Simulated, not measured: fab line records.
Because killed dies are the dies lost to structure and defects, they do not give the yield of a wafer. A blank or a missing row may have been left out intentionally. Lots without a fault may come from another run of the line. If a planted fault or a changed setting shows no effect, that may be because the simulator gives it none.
Struck lot and sound lot, side by side / flow nand_harc / 14 steps out of a route of 1159
Sound: the wafers L772.1, L772.5, L772.6. The struck wafers were L788.2, L788.4, L788.5. Last of all comes the cause.
At each step with rows: each side's tool, then ch and its chambers, then its first start. Under that, the readings that differ: sound wafers / struck wafers / difference of the means / sigmas: that difference in standard deviations of wafers without a fault.
alike: a reading whose means differ by less than 2 such deviations, as well as words and numbers matching on both sides. not compared: withheld readings; readings where some wafer has no value; bounds like >300 that might hide an equal value; numbers whose values overlap and for which the record gives no deviation.
Wherever a step has rows on one side only, a row that says differs or no value, or a row with sigmas, the two part there. When numbers do not overlap yet have no deviation, they are printed without sigmas and do not part them. Lack of a reading on every wafer of one side parts them only where that side has two or more wafers.

NHARC_P_M1_CD_MEAS_09: the cd target is 130 nm.
  sound on cd_sem-02 ch 0, day 6 20:49; struck on cd_sem-02 ch 0, day 10 16:32
reading=cd_nm (nm); sound=128.9 129.3 129.1; struck=131.2 130.4 130.7; difference=+1.7; sigmas=+2
NHARC_P_M1_OVL_MEAS_10: pitch 260 nm.
  sound on overlay-01 at day 6 20:55; struck on overlay-02 at day 10 16:37
reading=overlay_x_nm (nm); sound=-1.8 -2.0 -1.6; struck=1.9 1.4 1.3; difference=+3.3; sigmas=+4
  alike: overlay_y_nm
NHARC_P_M1_INSPECT_11:
  sound on defect_inspect-01 at day 6 20:57; struck on defect_inspect-02 at day 10 16:39
  alike: raw_defect_count
NHARC_P_M1_DESCUM_14: chemistry O2, time 3 s.
  sound on rie_diel-09 ch 1,2, day 6 21:01; struck on rie_diel-10 ch 1,2, day 10 16:43
reading=drypump_motor_current_A (A); sound=6.30 5.81 6.30; struck=5.94 5.35 5.34; difference=-0.59; sigmas=-2
reading=showerhead_plenum_p_Torr (Torr); sound=1.80 1.88 1.80; struck=1.99 1.96 1.96; difference=+0.14; sigmas=+2
  alike: oes_product_au, rf_vpp_V, throttle_valve_pct
  not compared: rf_hours_counter_h
then, 2 steps without rows for these wafers: NHARC_P_M1_ETCH_35 (etches the open film in N2/H2, target depth 40 nm, overetch 12 nm, time 43.94 s); NHARC_P_M1_ETCH_15 (etches the open film in C4F8/Ar, target depth 182.5 nm, time 91.2 s).
NHARC_P_M1_CD_MEAS_16:
  sound on cd_sem-02 at day 6 21:19; struck on cd_sem-02 at day 10 17:10
  alike: cd_nm
then, 1 step without rows for these wafers: NHARC_P_M1_STRIP_18 (strips in N2/H2).
NHARC_P_M1_ETCH_28: etches the open film in CF4/N2, target depth 30 nm, time 72.99 s.
  sound: rie_diel-07 ch 0,1,2; struck: rie_diel-09 ch 0,1
  alike: drypump_motor_current_A, oes_product_au, rf_vpp_V, showerhead_plenum_p_Torr, throttle_valve_pct
  not compared: rf_hours_counter_h
then, 1 step without rows for these wafers: NHARC_P_M1_STRIP_19 (strips in post etch residue remover, time 600 s).
NHARC_P_M1_DEGAS_29: time 60 s.
  sound on pvd_sputter-01 at day 6 22:04; struck on pvd_sputter-02 at day 10 17:52
  alike: heater_power_w
NHARC_P_M1_PRE_CLEAN_30: time 30 s.
  sound on pvd_sputter-01; struck on pvd_sputter-02
  alike: heater_power_w
NHARC_P_M1_PVD_20: deposits TaN, target thk 5 nm, time 8.06 s.
  sound on pvd_sputter-01 at day 6 22:12; struck on pvd_sputter-02 at day 10 18:00
  no value came back on the struck wafers for bias_v (V), cathode_dc_power_W (W), chamber_pressure_pa (Pa), throttle_valve_pct (%); on the sound wafers bias_v (V) reads 164.3 168.5 166.8
NHARC_P_M1_PVD_21: deposits Cu, target thk 30 nm, time 20.49 s.
  sound on pvd_sputter-01; struck on pvd_sputter-02
reading=chamber_pressure_pa (Pa); sound=4.979 4.981 4.993; struck=5.009 4.995 5.004; difference=+0.018; sigmas=+2
  alike: cathode_dc_power_W, throttle_valve_pct

== WHERE THEY PART ==
Last at NHARC_P_M1_PVD_21 as far as this record goes, first at NHARC_P_M1_CD_MEAS_09.

WHY: whatever the simulator had introduced
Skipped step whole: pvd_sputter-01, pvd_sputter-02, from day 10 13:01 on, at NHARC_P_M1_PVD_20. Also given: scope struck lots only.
